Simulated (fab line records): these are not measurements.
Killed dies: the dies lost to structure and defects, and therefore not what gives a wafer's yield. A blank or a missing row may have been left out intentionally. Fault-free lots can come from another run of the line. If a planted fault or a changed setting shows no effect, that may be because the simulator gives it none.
fab line records    flow nand-harc
record: lots: 6  wafers: 18  last-day: 33
route steps=1302 shown A_CHANNEL_FILL_D2@616
lots untouched by any fault: they come from a run of this same line in which no faults occurred
start-h: start of the lot's first displayed wafer, in hours after the record's first day    wait-h: hours from the lot's prior step to this one    " same as the row above    L1.1+2: a single row standing in for several wafers    - no value present, or no start provided    * or withheld: withheld    < > ~ a bound
route shown NAME@n: NAME is a module with steps in the file, n the number in the route of the first one    usual: mean/standard deviation of fault-free wafers    same: alike in all rows    chamber/n: place in a boat    sites: readings site by site    _std_site: how widely they spread, as a standard deviation    _edge_site: inner sites' mean taken away from outer sites' mean    radius-mm: how far each site lies from the wafer's centre    mask NAME#n: copy n    behind: the tool/chamber that last shaped the wafer    hold: why the lot went on hold/how many hours it stayed there/how the hold came to an end    device: transistor that didn't switch, given as n, p or np    end of line: the route-end tests of the same wafers    step lacking rows: just its recipe    killed: not the wafer's yield, but the dies lost to structure and defects at the first sort    map: per-die view of a wafer (x killed, . not killed, _ where there is no die)
set.NAME: the setting that was run; set.NAME@STEP: the one run at that earlier step    model.NAME: the simulator's own value behind a step, which no gauge read
lots seen at some steps along the route; tables by step, rows by wafer
services: a tool's chamber out of use, with start hour (start-h, from the record's first day; less than 0 if before it), hours out, and reason
== steps ==
step: NHARC_A_CHANNEL_FILL_D2_ALD_16
recipe: target-thk-a: 15  pulse-time-s: 10  ald-cycles: 15  temp-c: 300  material: SiO2
usual: heater-power-w: 474/46  precursor-pulse-height-rel: 1.001/0.019
lot.wafer  tool       chamber  start-h  wait-h  heater-power-w  precursor-pulse-height-rel
L817.3     ald-hk-02  3        311.23   0.0     531             1.021
L817.2     "          2        "        "       468             1.010
L817.5     "          3        "        "       543             1.003
L819.4     ald-hk-01  2        331.67   0.1     521             0.989
L819.2     "          3        "        "       383             0.975
L819.1     "          0        "        "       530             0.983
L825.1     ald-hk-01  0        398.62   0.1     555             1.014
L825.2     "          2        "        "       528             1.006
L825.5     "          0        "        "       541             1.005
L827.1     ald-hk-02  2        407.62   0.0     474             1.005
L827.4     "          1        "        "       418             0.992
L827.6     "          3        "        "       494             1.007
L831.1     ald-hk-01  0        455.10   0.1     539             0.963
L831.4     "          1        "        "       488             0.975
L831.5     "          3        "        "       381             0.985
L839.1     ald-hk-02  1        525.17   0.1     424             1.018
L839.2     "          2        "        "       480             1.015
L839.6     "          1        "        "       423             1.016
step: NHARC_A_CHANNEL_FILL_D2_ANNEAL_17
recipe: temp-c: 850  time-s: 1800
step: NHARC_A_CHANNEL_FILL_D2_CVD_18
recipe: target-thk-a: 30  temp-c: 550  material: poly-Si
step: NHARC_A_CHANNEL_FILL_D2_ETCHBACK_19
recipe: target-depth-a: 50  time-s: 1.7  hbr-flow-sccm: 150  cl2-flow-sccm: 50  rf-w: 400  icp-w: 400  bias-w: 100  chemistry: HBr/Cl2
usual: bias-w: 100.0/0.36  chamber-pressure-mTorr: 15.001/0.014  drypump-motor-current-A: 5.7/0.41  mfc-cl2-sccm: 50.00/0.15  oes-product-au: 1.000/0.0075  throttle-valve-pct: 26.406/0.0095
lot.wafer  tool       chamber  start-h  wait-h  bias-w  chamber-pressure-mTorr  drypump-motor-current-A  mfc-cl2-sccm  oes-product-au  rf-hours-counter-h  throttle-valve-pct
L817.2     rie-si-03  1        326.11   0.4     100.1   15.008                  5.1                      50.21         0.992           0.62                26.394
L817.3     "          3        "        "       100.3   14.991                  5.3                      50.14         0.998           0.77                26.402
L817.5     "          1        "        "       99.6    14.997                  5.1                      49.90         0.995           -                   26.389
L819.2     rie-si-01  3        343.55   0.4     100.7   15.021                  6.4                      50.01         0.995           0.81                26.408
L819.1     "          0        "        "       99.8    14.985                  5.5                      49.97         0.993           0.84                26.426
L819.4     "          1        "        "       99.2    14.982                  5.9                      49.92         0.997           0.91                26.393
L825.1     rie-si-01  2        412.59   0.4     100.0   15.001                  6.2                      50.05         0.998           0.20                26.413
L825.2     "          3        "        "       99.7    14.997                  6.4                      49.92         1.002           0.20                26.405
L825.5     "          0        "        "       99.1    15.024                  5.5                      50.01         1.000           -                   26.416
L827.1     rie-si-05  0        420.24   0.4     100.3   15.012                  5.5                      49.76         1.005           0.61                26.400
L827.4     "          3        "        "       100.1   15.018                  5.8                      49.89         1.005           0.60                26.407
L827.6     "          1        "        "       100.5   15.005                  5.3                      49.92         1.005           -                   26.387
L831.4     rie-si-03  2        466.50   0.4     100.2   15.014                  6.5                      49.95         1.001           0.34                26.419
L831.1     "          3        "        "       99.8    14.994                  5.3                      50.09         0.995           0.37                26.388
L831.5     "          3        "        "       99.7    15.005                  5.3                      49.97         1.004           -                   26.402
L839.2     rie-si-01  0        536.62   0.4     100.6   14.994                  5.5                      49.90         0.998           0.97                26.406
L839.1     "          1        "        "       100.0   15.010                  5.9                      49.91         0.998           1.00                26.400
L839.6     "          0        "        "       100.6   14.976                  5.5                      50.20         1.000           -                   26.399
step: NHARC_A_CHANNEL_FILL_D2_ETCHBACK_20
recipe: target-depth-a: 270  time-s: 13.5  c4f8-flow-sccm: withheld  o2-flow-sccm: 8  ar-flow-sccm: withheld  rf-w: 600  bias-w: 1500  chemistry: C4F8/O2/Ar
usual: bias-w: 1500/4.6  chamber-pressure-mTorr: 25.003/0.022  oes-product-au: 0.989/0.024  rf-vpp-V: 978/5.8
lot.wafer  tool         chamber  start-h  wait-h  bias-w  chamber-pressure-mTorr  oes-product-au  rf-hours-counter-h  rf-vpp-V
L817.2     rie-diel-02  0        326.26   -       1489    24.949                  0.923           2                   982
L817.3     "            2        "        "       1501    25.017                  0.926           2                   973
L817.5     "            3        "        "       1499    25.020                  0.922           -                   971
L819.4     rie-diel-10  1        343.67   -       1499    24.985                  1.013           2                   987
L819.2     "            2        "        "       1498    25.015                  0.998           2                   988
L819.1     "            3        "        "       1503    24.989                  0.991           2                   972
L825.1     rie-diel-02  3        412.70   -       1505    25.013                  1.005           1                   970
L825.2     "            0        "        "       1506    24.997                  1.005           1                   981
L825.5     "            2        "        "       1506    24.996                  1.012           -                   973
L827.1     rie-diel-10  3        420.38   -       1502    25.005                  0.995           4                   972
L827.6     "            3        "        "       1498    25.000                  1.001           -                   973
L827.4     "            0        "        "       1506    24.964                  1.019           -                   977
L831.1     rie-diel-10  0        466.62   -       1496    25.013                  1.002           1                   976
L831.4     "            3        "        "       1503    25.011                  0.994           1                   972
L831.5     "            1        "        "       1498    24.989                  1.007           -                   988
L839.2     rie-diel-13  2        536.74   -       1503    25.004                  1.000           0                   983
L839.1     "            0        "        "       1497    24.981                  0.990           0                   978
L839.6     "            2        "        "       1499    25.031                  0.978           -                   983
step: NHARC_A_CHANNEL_FILL_D2_STRIP_28
recipe: time-s: 20  o2-flow-sccm: 500  ar-flow-sccm: 0  bias-w: 0  chemistry: O2
usual: drypump-motor-current-A: 5.9/0.56  oes-product-au: 0.998/0.0083  rf-vpp-V: 57.8/0.87  showerhead-plenum-p-Torr: 3.55/0.15  throttle-valve-pct: 17.036/0.0093
lot.wafer  tool         chamber  start-h  wait-h  drypump-motor-current-A  oes-product-au  rf-hours-counter-h  rf-vpp-V  showerhead-plenum-p-Torr  throttle-valve-pct
L817.3     rie-diel-02  1        326.35   0.1     6.8                      0.991           2                   58.0      3.70                      17.029
L817.2     "            2        "        "       5.2                      0.995           2                   57.3      3.41                      17.032
L817.5     "            0        "        "       6.0                      0.988           -                   58.3      3.61                      17.049
L819.1     rie-diel-10  2        343.75   0.1     6.2                      0.996           2                   59.1      3.79                      17.033
L819.2     "            3        "        "       6.7                      0.989           2                   58.5      3.38                      17.022
L819.4     "            0        "        "       6.2                      1.013           2                   58.2      3.48                      17.041
L825.1     rie-diel-02  3        412.78   0.1     5.6                      1.002           1                   57.3      3.34                      17.028
L825.2     "            1        "        "       6.8                      0.994           1                   58.0      3.70                      17.025
L825.5     "            0        "        "       6.0                      1.005           -                   57.0      3.61                      17.040
L827.1     rie-diel-10  0        420.48   0.1     6.2                      1.009           4                   57.9      3.48                      17.035
L827.6     "            0        "        "       6.2                      1.003           -                   59.0      3.48                      17.053
L827.4     "            2        "        "       6.2                      0.995           -                   57.2      3.79                      17.036
L831.4     rie-diel-10  0        466.72   0.1     6.2                      1.009           1                   56.3      3.48                      17.034
L831.1     "            2        "        "       6.2                      0.988           1                   59.7      3.79                      17.034
L831.5     "            0        "        "       6.2                      1.002           -                   58.5      3.48                      17.033
L839.2     rie-diel-13  3        536.83   0.1     5.4                      1.002           0                   57.9      3.53                      17.030
L839.1     "            1        "        "       5.4                      1.002           0                   58.2      3.44                      17.043
L839.6     "            2        "        "       6.0                      0.995           -                   57.2      3.63                      17.052
step: NHARC_A_CHANNEL_FILL_D2_PRECLEAN_21
recipe: time-s: 30  chemistry: dHF
step: NHARC_A_CHANNEL_FILL_D2_SRD_23
step: NHARC_A_CHANNEL_FILL_D2_CVD_05
recipe: target-thk-a: 50  temp-c: 550  material: poly-Si
step: NHARC_A_CHANNEL_FILL_D2_ANNEAL_22
recipe: temp-c: 620  time-s: 7200
step: NHARC_A_CHANNEL_FILL_D2_THK_MEAS_06
recipe: thk-meas-gauge: ellipsometry
usual: thk-nm: 4.9/0.97
lot.wafer  tool           chamber  start-h  wait-h  thk-nm
L817.2     film-metro-01  -        338.15   0.4     4.5
L817.3     "              -        "        "       6.1
L817.5     "              -        "        "       4.5
L819.1     film-metro-02  -        355.45   0.4     6.0
L819.2     "              -        "        "       3.9
L819.4     "              -        "        "       5.2
L825.1     film-metro-02  -        424.63   0.4     4.4
L825.2     "              -        "        "       3.6
L825.5     "              -        "        "       3.8
L827.1     film-metro-01  -        435.43   0.4     4.8
L827.4     "              -        "        "       4.8
L827.6     "              -        "        "       3.7
L831.1     film-metro-01  -        478.46   0.4     5.2
L831.4     "              -        "        "       4.8
L831.5     "              -        "        "       5.5
L839.1     film-metro-01  -        550.01   0.4     5.4
L839.2     "              -        "        "       5.3
L839.6     "              -        "        "       4.9
step: NHARC_A_CHANNEL_FILL_D2_ALD_25
recipe: target-thk-a: 600  pulse-time-s: 10  ald-cycles: 600  temp-c: 300  material: SiOx
step: NHARC_A_CHANNEL_FILL_D2_ETCHBACK_08
recipe: target-depth-a: 2200  time-s: 110  c4f8-flow-sccm: 20  ar-flow-sccm: withheld  rf-w: 600  bias-w: 300  chemistry: C4F8
usual: chamber-pressure-mTorr: 24.998/0.02  oes-product-au: 0.96/0.033  rf-vpp-V: 441.3/3
lot.wafer  tool         chamber  start-h  wait-h  chamber-pressure-mTorr  oes-product-au  rf-hours-counter-h  rf-vpp-V
L817.3     rie-diel-02  0        343.71   -       25.015                  0.93            3                   444.2
L817.2     "            2        "        "       25.012                  0.92            3                   438.3
L817.5     "            1        "        "       24.970                  0.92            -                   444.7
L819.1     rie-diel-13  3        361.05   -       25.001                  0.99            0                   441.6
L819.4     "            0        "        "       25.003                  0.98            0                   442.0
L819.2     "            1        "        "       24.979                  0.99            0                   440.1
L825.1     rie-diel-02  0        430.26   -       -                       -               -                   -
L825.2     "            2        "        "       -                       -               -                   -
L825.5     "            3        "        "       -                       -               -                   -
L827.4     rie-diel-02  3        441.07   -       -                       -               -                   -
L827.1     "            0        "        "       -                       -               -                   -
L827.6     "            1        "        "       -                       -               -                   -
L831.4     rie-diel-10  2        487.81   -       24.994                  0.92            1                   446.3
L831.1     "            3        "        "       24.991                  0.92            2                   438.7
L831.5     "            1        "        "       25.003                  0.94            -                   446.1
L839.1     rie-diel-02  3        555.70   -       24.999                  0.97            5                   437.9
L839.2     "            0        "        "       24.974                  0.98            4                   443.7
L839.6     "            0        "        "       25.027                  0.97            -                   442.7
step: NHARC_A_CHANNEL_FILL_D2_STRIP_29
recipe: time-s: 20  o2-flow-sccm: 500  ar-flow-sccm: 0  bias-w: 0  chemistry: O2
usual: drypump-motor-current-A: 5.9/0.56  oes-product-au: 1.000/0.0083  rf-vpp-V: 57.8/0.94  showerhead-plenum-p-Torr: 3.53/0.15  throttle-valve-pct: 17.037/0.0084
lot.wafer  tool         chamber  start-h  wait-h  drypump-motor-current-A  oes-product-au  rf-hours-counter-h  rf-vpp-V  showerhead-plenum-p-Torr  throttle-valve-pct
L817.2     rie-diel-02  1        -        -       6.8                      0.999           3                   57.3      3.70                      17.038
L817.3     "            3        "        "       5.5                      0.987           2                   56.9      3.34                      17.038
L817.5     "            0        "        "       6.0                      0.985           -                   56.4      3.61                      17.049
L819.2     rie-diel-13  3        -        -       5.4                      0.986           0                   57.8      3.54                      17.026
L819.1     "            0        "        "       5.7                      0.997           0                   57.9      3.50                      17.025
L819.4     "            1        "        "       5.4                      0.990           0                   58.9      3.45                      17.043
L825.1     rie-diel-02  3        430.40   0.1     5.6                      1.003           1                   58.8      3.34                      17.057
L825.2     "            0        "        "       6.0                      1.009           1                   57.5      3.61                      17.053
L825.5     "            2        "        "       5.2                      1.001           -                   57.3      3.41                      17.048
L827.4     rie-diel-02  3        441.19   0.1     5.6                      0.995           2                   58.6      3.34                      17.040
L827.1     "            2        "        "       5.2                      1.005           2                   57.0      3.41                      17.045
L827.6     "            0        "        "       6.0                      1.000           -                   56.8      3.61                      17.038
L831.4     rie-diel-10  1        -        -       5.0                      1.019           1                   58.8      3.75                      17.040
L831.1     "            2        "        "       6.2                      0.998           1                   59.3      3.79                      17.034
L831.5     "            1        "        "       5.1                      1.012           -                   58.8      3.75                      17.031
L839.2     rie-diel-02  2        -        -       5.2                      1.003           4                   56.9      3.41                      17.041
L839.1     "            0        "        "       6.0                      0.999           4                   57.7      3.61                      17.039
L839.6     "            3        "        "       5.6                      1.004           -                   56.3      3.34                      17.033
== services ==
tool         chamber  start-h  hours  kind
ald-hk-01    -        296.00   10.0   pm
rie-diel-10  -        304.11   0.2    repair
rie-diel-02  1        305.71   5.7    repair
rie-si-03    2        317.61   9.1    repair
rie-diel-13  -        325.45   23.9   repair
rie-diel-10  1        326.78   2.7    repair
rie-diel-10  3        350.36   4.9    repair
rie-si-01    3        357.56   7.6    repair
rie-diel-02  0        361.51   8.9    repair
rie-si-01    -        361.63   0.3    repair
rie-si-01    -        370.00   9.0    pm
rie-diel-02  -        393.70   9.0    pm
ald-hk-01    -        394.51   1.7    repair
rie-diel-10  1        405.96   14.8   repair
rie-diel-13  1        411.56   3.7    repair
rie-diel-10  -        421.02   9.0    pm
rie-diel-02  2        460.26   5.7    repair
rie-si-01    0        470.58   5.3    repair
ald-hk-01    -        474.00   10.0   pm
rie-diel-02  1        481.16   4.5    repair
rie-diel-02  1        486.66   5.5    repair
rie-diel-13  -        526.35   9.0    pm
ald-hk-02    -        541.81   0.9    repair
rie-si-01    -        547.00   9.0    pm
== key ==
first-sign: step: NHARC_A_CHANNEL_FILL_D2_ETCHBACK_08  reading: tool-record  direction: missing
effect none on later readings
met-at NHARC_A_CHANNEL_FILL_D2_ETCHBACK_08
struck-wafers L825.1,L825.2,L825.5,L827.1,L827.4,L827.6
later-rows-left-out L825.1,L825.2,L825.5,L827.1,L827.4,L827.6
sort-left-out L825.1,L825.2,L825.5,L827.1,L827.4,L827.6
tester-left-out L825,L827
onset-between 343.71 430.26
fault: kind: skipped-step-whole  tool: rie-diel-02  chamber: -  onset-h: 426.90  steps: NHARC_A_CHANNEL_FILL_D2_ETCHBACK_08  scope: struck-lots-only
tester-left-out: of these lots the tester's yield and bins aren't shown, on N5 and GAA mostly nor the transistor test; their killed dies are dies lost to structure and defects alone, not to doping, threshold or leakage, so they don't give the yield
sort-left-out: the simulated sort isn't trusted on such a fault, so these wafers' sort isn't shown, and their yield isn't known
later-rows-left-out: the simulator's readings of these wafers behind a module that went badly wrong aren't trusted and aren't shown, but for the sort
